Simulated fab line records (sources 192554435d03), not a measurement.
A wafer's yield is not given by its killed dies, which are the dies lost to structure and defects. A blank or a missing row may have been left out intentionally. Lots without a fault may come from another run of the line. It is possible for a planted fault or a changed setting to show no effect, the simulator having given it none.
Chamber matching -- flow n5-finfet -- 3 sister chambers for N5_FIN_SAQP_HM_DEP_03 on pecvd-03
The step deposits SiNx from SiH4/NH3/N2, target thk 38 nm, time 33.6 s. 14 wafers are shown with their chamber, then 7 later ones without.

## WAFERS WITH THEIR CHAMBER
wafer,chamber,heater-power-w (W),showerhead-plenum-p-Torr (Torr)
L075.3,1,895,5.07
L075.4,2,652,5.12
L075.6,1,920,5.08
L076.3,0,800,5.11
L076.4,1,921,5.08
L076.6,0,806,5.13
L077.2,2,624,5.14
L077.5,1,831,5.06
L077.6,2,615,5.13
L081.2,2,628,5.13
L081.5,0,798,5.12
L081.6,2,610,5.13
L083.3,0,821,5.12
L083.4,0,806,5.12

SIGNATURES (averages over the wafers above)
reading,chamber 0,chamber 1,chamber 2,scatter within a chamber
heater-power-w,806.20,891.75,625.80,24.8
showerhead-plenum-p-Torr,5.1200,5.0725,5.1300,0.00783
Rule: distance of a wafer from a chamber = root of the sum over the readings of ((wafer's reading minus chamber's mean) / reading's scatter) squared. If the next closest chamber is less than 2 further off than the closest, the wafer can't be placed; otherwise it belongs to the closest. The scatter: the root of (the sum of the squares of (reading less its chamber's mean) over the shown wafers, divided by (wafers less chambers)).

## WAFERS MISSING THEIR CHAMBER
wafer,heater-power-w (W),showerhead-plenum-p-Torr (Torr)
L083.5,637,5.12
L093.2,798,5.06
L093.4,794,5.07
L093.5,602,5.12
L097.1,773,5.08
L097.3,572,5.14
L097.5,871,5.12

## WHICH CHAMBER EACH WENT THROUGH
wafer,from the rows above,in truth
L083.5,2,2
L093.2,1,1
L093.4,1,1
L093.5,2,2
L097.1,can't be placed: 1 or 0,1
L097.3,2,2
L097.5,0,0
Correct placement for 6 of the 7. These rows do not allow placing 1 (true chamber among the candidates in 1). Wrongly placed: 0.
